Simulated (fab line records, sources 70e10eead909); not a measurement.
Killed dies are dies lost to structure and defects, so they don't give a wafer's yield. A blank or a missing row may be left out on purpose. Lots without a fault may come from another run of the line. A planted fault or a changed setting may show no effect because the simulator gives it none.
fab line records | flow nand_harc | part 2 of 2: steps 26 to 41 of 41
record lots=5 wafers=15 last_day=23
route steps=1159 shown P_STI@82 P_GATE@110
lots that met no fault: from a run of the same line without faults
start_h: hours from the record's first day to the start of the lot's first wafer shown | wait_h: hours since the lot's step before | " the same as in the row above | L1.1+2: a row that stands for several wafers | - no value, or no start given | * or withheld: withheld | < > ~ a bound
route shown NAME@n: a module of which the file shows steps, and the number in the route of the first | usual: mean/standard deviation of fault-free wafers | same: alike in all rows | chamber/n: place in a boat | sites: the reading at each site | _std_site: their standard deviation | _edge_site: outer sites' mean less inner sites' | radius_mm: how far each site lies from the wafer's centre | mask NAME#n: copy n | behind: the tool/chamber that last shaped the wafer | hold: why the lot was held/for how many hours/how that ended | device: the transistor (n, p or np) that didn't switch | end of line: the same wafers' tests at the end of the route | a step without rows: its recipe alone | killed: dies lost to structure and defects at the first sort, not the wafer's yield | map: a wafer's dies, x killed, . not, _ none there
set.NAME: the setting as run; set.NAME@STEP: as run at that earlier step | model.NAME: the simulator's own value behind a step, which no gauge read
lots at some steps of the route; a table a step, a row a wafer
services: from which hour (start_h, from the record's first day; less than 0 if before it) a tool's chamber was out of use, for how many hours, and why
## steps
# step NHARC_P_STI_OXIDE_40
# recipe target_thk_a=100 temp_c=900 ox_time_s=1362 material=SiO2
# usual spike_tc_bottom_C=918.0/1.8 spike_tc_centre_C=900.5/1.4
# columns lot.wafer tool chamber start_h wait_h spike_tc_bottom_C spike_tc_centre_C
L077.1 furnace-08 0 81.77 - 920.9 900.7
L077.3 " 0 " " 919.6 901.9
L077.6 " 0 " " 919.6 902.6
L082.1 furnace-01 0 104.91 - 917.9 899.8
L082.2 " 0 " " 918.9 899.5
L082.3 " 0 " " 918.2 900.8
L085.1 furnace-01 0 137.85 - 918.1 900.4
L085.4 " 0 " " 918.4 898.7
L085.6 " 0 " " 918.7 900.2
L090.1 furnace-01 0 156.93 - 918.2 899.2
L090.3 " 0 " " 915.9 898.4
L090.6 " 0 " " 918.9 899.9
L094.1 furnace-08 0 182.12 - 920.7 901.2
L094.3 " 0 " " 920.1 901.6
L094.4 " 0 " " 921.3 901.4
# step NHARC_P_STI_INSPECT_25
# usual raw_defect_count=225/86
# columns lot.wafer tool chamber start_h wait_h raw_defect_count
L077.1 defect_inspect-02 - 85.84 0.4 196
L077.3 " - " " 176
L077.6 " - " " 139
L082.1 defect_inspect-01 - 108.96 0.4 336
L082.2 " - " " 205
L082.3 " - " " 277
L085.1 defect_inspect-01 - 141.91 0.4 322
L085.4 " - " " 326
L085.6 " - " " 254
L090.1 defect_inspect-02 - 160.95 0.4 155
L090.3 " - " " 108
L090.6 " - " " 155
L094.1 defect_inspect-01 - 186.21 0.4 116
L094.3 " - " " 281
L094.4 " - " " 157
# step NHARC_P_GATE_ETCH_69
# recipe target_depth_a=140 chemistry=dHF material=SiO2
# columns lot.wafer tool chamber start_h wait_h
L077.3+1+6 wet_bench-06 1,2,6 85.89 0.0
L082.2+3+1 wet_bench-06 5,0,1 109.01 0.1
L085.4+6+1 wet_bench-03 7,0,3 141.98 0.1
L090.3+1+6 wet_bench-06 5,6,0 161.00 0.0
L094.1+4+3 wet_bench-05 3,4,5 186.26 0.1
# step NHARC_P_GATE_PRECLEAN_70
# recipe time_s=* temp_c=50 bath_age_min=0 chemistry=SC1
# usual temp_c=50.00/0.13
# columns lot.wafer tool chamber start_h wait_h temp_c
L077.3 wet_bench-06 1 86.00 0.1 50.15
L077.1 " 2 " " 50.07
L077.6 " 6 " " 49.98
L082.2 wet_bench-06 5 109.11 0.1 50.03
L082.3 " 0 " " 49.93
L082.1 " 1 " " 49.98
L085.4 wet_bench-03 7 142.06 0.1 49.91
L085.6 " 0 " " 49.87
L085.1 " 3 " " 49.69
L090.3 wet_bench-06 5 161.09 0.1 49.96
L090.1 " 6 " " 49.78
L090.6 " 0 " " 49.77
L094.1 wet_bench-05 3 186.36 0.1 49.84
L094.4 " 4 " " 50.25
L094.3 " 5 " " 50.06
# step NHARC_P_GATE_SRD_01
# columns lot.wafer tool chamber start_h wait_h
L077.3+1+6 wet_bench-06 1,2,6 - -
L082.2+3+1 wet_bench-06 5,0,1 - -
L085.4+6+1 wet_bench-03 7,0,3 - -
L090.3+1+6 wet_bench-06 5,6,0 - -
L094.1+4+3 wet_bench-05 3,4,5 - -
# step NHARC_P_GATE_OXIDE_02
# recipe target_thk_a=375 temp_c=950 p_h2o_torr=720 ox_time_s=365 material=SiO2
# usual spike_tc_bottom_C=968.5/1.9 spike_tc_centre_C=950.2/0.96
# columns lot.wafer tool chamber start_h wait_h spike_tc_bottom_C spike_tc_centre_C
L077.1 furnace-02 0 89.13 - 966.5 949.7
L077.3 " 0 " " 965.8 948.7
L077.6 " 0 " " 965.6 951.8
L082.1 furnace-07 0 112.48 - 967.3 948.5
L082.2 " 0 " " 969.1 950.6
L082.3 " 0 " " 967.7 949.3
L085.1 furnace-07 0 144.95 - 968.9 948.7
L085.4 " 0 " " 966.0 950.8
L085.6 " 0 " " 967.6 950.5
L090.1 furnace-05 0 164.23 - 972.0 950.3
L090.3 " 0 " " 970.0 951.6
L090.6 " 0 " " 969.9 949.1
L094.1 furnace-02 0 190.32 - 966.3 949.9
L094.3 " 0 " " 965.3 950.1
L094.4 " 0 " " 964.8 950.7
# step NHARC_P_GATE_DEHYDRATE_03
# recipe temp_c=150 time_s=120
# columns lot.wafer tool chamber start_h wait_h
L077.1+3+6 litho_track-05 0 93.73 0.4
L082.1+2+3 litho_track-05 0 117.02 0.4
L085.1+4+6 litho_track-05 0 149.59 0.4
L090.1+3+6 litho_track-03 0 168.80 0.4
L094.1+3+4 litho_track-02 0 194.85 0.4
# step NHARC_P_GATE_HMDS_04
# recipe time_s=30
# columns lot.wafer tool chamber start_h wait_h
L077.1+3+6 litho_track-05 0 - -
L082.1+2+3 litho_track-05 0 - -
L085.1+4+6 litho_track-05 0 - -
L090.1+3+6 litho_track-03 0 - -
L094.1+3+4 litho_track-02 0 - -
# step NHARC_P_GATE_COAT_05
# recipe spin_rpm=4690
# columns lot.wafer tool chamber start_h wait_h
L077.1+3+6 litho_track-05 0 - -
L082.1+2+3 litho_track-05 0 - -
L085.1+4+6 litho_track-05 0 - -
L090.1+3+6 litho_track-03 0 - -
L094.1+3+4 litho_track-02 0 - -
# step NHARC_P_GATE_SOFTBAKE_06
# recipe temp_c=122 time_s=95
# columns lot.wafer tool chamber start_h wait_h
L077.1+3+6 litho_track-05 0 - -
L082.1+2+3 litho_track-05 0 - -
L085.1+4+6 litho_track-05 0 - -
L090.1+3+6 litho_track-03 0 - -
L094.1+3+4 litho_track-02 0 - -
# step NHARC_P_GATE_EBR_07
# columns lot.wafer tool chamber start_h wait_h
L077.1+3+6 litho_track-05 0 - -
L082.1+2+3 litho_track-05 0 - -
L085.1+4+6 litho_track-05 0 - -
L090.1+3+6 litho_track-03 0 - -
L094.1+3+4 litho_track-02 0 - -
# step NHARC_P_GATE_EXPOSE_08
# recipe na=0.6 dose_mj=16.75 mask_id=P_HV
# usual stage_vel_mm_s=500.0/0.3
# columns lot.wafer tool chamber start_h wait_h mask stage_vel_mm_s
L077.1 krf_scanner-03 0 93.88 - P_HV#0 500.0
L077.3 " 0 " " P_HV#0 500.1
L077.6 " 0 " " P_HV#0 500.0
L082.1 krf_scanner-03 0 117.32 - P_HV#0 500.4
L082.2 " 0 " " P_HV#0 500.5
L082.3 " 0 " " P_HV#0 500.5
L085.1 krf_scanner-01 0 149.90 - P_HV#0 500.2
L085.4 " 0 " " P_HV#0 499.8
L085.6 " 0 " " P_HV#0 500.0
L090.1 krf_scanner-01 0 169.07 - P_HV#0 500.4
L090.3 " 0 " " P_HV#0 500.1
L090.6 " 0 " " P_HV#0 500.1
L094.1 krf_scanner-01 0 194.99 - P_HV#0 500.4
L094.3 " 0 " " P_HV#0 500.1
L094.4 " 0 " " P_HV#0 500.4
# step NHARC_P_GATE_PEB_09
# recipe peb_temp_c=118 peb_time_s=85
# columns lot.wafer tool chamber start_h wait_h
L077.1+3+6 litho_track-03 0 93.95 0.1
L082.1+2+3 litho_track-02 0 117.39 0.1
L085.1+4+6 litho_track-03 0 149.96 0.1
L090.1+3+6 litho_track-05 0 169.13 0.1
L094.1+3+4 litho_track-02 0 195.06 0.1
# step NHARC_P_GATE_DEVELOP_10
# recipe time_s=70
# columns lot.wafer tool chamber start_h wait_h
L077.1+3+6 litho_track-03 0 - -
L082.1+2+3 litho_track-02 0 - -
L085.1+4+6 litho_track-03 0 - -
L090.1+3+6 litho_track-05 0 - -
L094.1+3+4 litho_track-02 0 - -
# step NHARC_P_GATE_CD_MEAS_11
# recipe target_cd_nm=1640 landing_energy_ev=500
# usual cd_nm=1641.5/2.3
# columns lot.wafer tool chamber start_h wait_h cd_nm
L077.1 cd_sem-03 0 94.04 - 1641.5
L077.3 " 0 " " 1641.3
L077.6 " 0 " " 1642.8
L082.1 cd_sem-03 0 117.48 - 1635.5
L082.2 " 0 " " 1638.0
L082.3 " 0 " " 1636.4
L085.1 cd_sem-03 0 150.05 - 1645.6
L085.4 " 0 " " 1642.0
L085.6 " 0 " " 1643.8
L090.1 cd_sem-02 0 169.22 - 1642.4
L090.3 " 0 " " 1637.9
L090.6 " 0 " " 1641.5
L094.1 cd_sem-03 0 195.15 - 1642.0
L094.3 " 0 " " 1640.7
L094.4 " 0 " " 1640.0
# step NHARC_P_GATE_HARDBAKE_12
# recipe temp_c=125 time_s=80
# columns lot.wafer tool chamber start_h wait_h
L077.1+3+6 litho_track-03 0 94.12 -
L082.1+2+3 litho_track-02 0 117.56 -
L085.1+4+6 litho_track-03 0 150.13 -
L090.1+3+6 litho_track-05 0 169.30 -
L094.1+3+4 litho_track-02 0 195.23 -
## services
# columns tool chamber start_h hours kind
krf_scanner-01 - 30.29 0.9 repair
rie_diel-05 2 32.51 5.7 repair
hdpcvd-01 - 33.56 0.7 repair
litho_track-03 - 38.00 7.0 pm
rie_diel-12 0 53.47 9.0 repair
cmp-03 - 58.00 4.0 pm
litho_track-05 - 62.01 7.0 pm
rie_diel-09 - 77.10 9.0 pm
cmp-03 - 87.09 2.4 repair
wet_bench-07 - 96.05 8.0 pm
rie_diel-12 2 96.98 3.2 repair
rie_diel-09 3 100.99 4.0 repair
hdpcvd-01 - 111.07 13.0 pm
rie_diel-12 - 113.46 1.5 repair
rie_diel-12 0 127.58 6.1 repair
wet_bench-06 - 129.60 8.0 pm
cmp-03 - 156.00 4.0 pm
rie_diel-09 3 158.63 4.4 repair
wet_bench-04 - 163.33 8.0 pm
cmp-03 - 164.57 2.1 repair
litho_track-02 - 165.00 7.0 pm
cmp-03 - 174.44 0.8 repair
wet_bench-02 - 180.00 8.0 pm
rie_diel-09 0 188.86 5.0 repair
